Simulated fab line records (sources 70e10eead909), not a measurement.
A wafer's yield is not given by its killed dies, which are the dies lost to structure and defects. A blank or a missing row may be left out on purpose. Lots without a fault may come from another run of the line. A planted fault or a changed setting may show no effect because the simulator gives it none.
Chamber matching / flow nandHarc / rieDiel-13 running NHARC_P_M1_DESCUM_14: 4 sister chambers
The step chemistry O2, time 3 s. 4 wafers are shown with their chamber, then 10 later ones without.

WAFERS PAIRED WITH THEIR CHAMBERS
wafer=L375.3; chamber=2; showerheadPlenumPTorr (Torr)=1.79
wafer=L381.5; chamber=1; showerheadPlenumPTorr (Torr)=2.00
wafer=L387.2; chamber=3; showerheadPlenumPTorr (Torr)=1.91
wafer=L387.4; chamber=0; showerheadPlenumPTorr (Torr)=2.05

WAFERS WITHOUT THEIR CHAMBER
wafer=L387.6; showerheadPlenumPTorr (Torr)=2.00
wafer=L388.1; showerheadPlenumPTorr (Torr)=1.79
wafer=L388.3; showerheadPlenumPTorr (Torr)=2.05
wafer=L388.6; showerheadPlenumPTorr (Torr)=1.91
wafer=L389.1; showerheadPlenumPTorr (Torr)=2.05
wafer=L389.3; showerheadPlenumPTorr (Torr)=2.00
wafer=L389.6; showerheadPlenumPTorr (Torr)=2.05
wafer=L396.4; showerheadPlenumPTorr (Torr)=1.79
wafer=L396.5; showerheadPlenumPTorr (Torr)=1.90
wafer=L396.6; showerheadPlenumPTorr (Torr)=2.05

EACH ONE'S CHAMBER
wafer=L387.6; from the rows above=1; in truth=1
wafer=L388.1; from the rows above=2; in truth=2
wafer=L388.3; from the rows above=0; in truth=0
wafer=L388.6; from the rows above=3; in truth=3
wafer=L389.1; from the rows above=0; in truth=0
wafer=L389.3; from the rows above=1; in truth=1
wafer=L389.6; from the rows above=0; in truth=0
wafer=L396.4; from the rows above=2; in truth=2
wafer=L396.5; from the rows above=3; in truth=3
wafer=L396.6; from the rows above=0; in truth=0
Correctly placed: 10 of 10. From these rows, 0 cannot be placed. Placed wrongly: 0.
How it was worked out, from the rows above alone: a wafer's distance from a chamber is the root of the sum, over the readings, of the square of ((its reading less the chamber's mean) divided by the reading's scatter). The wafer belongs to the nearest chamber; if the next one is less than 2 further off, it can't be placed. For every chamber, the mean is computed from those of its wafers that are shown. The scatter: with one shown wafer a chamber, the root of the mean of the squares of how far each hidden wafer lies from its nearest shown one.
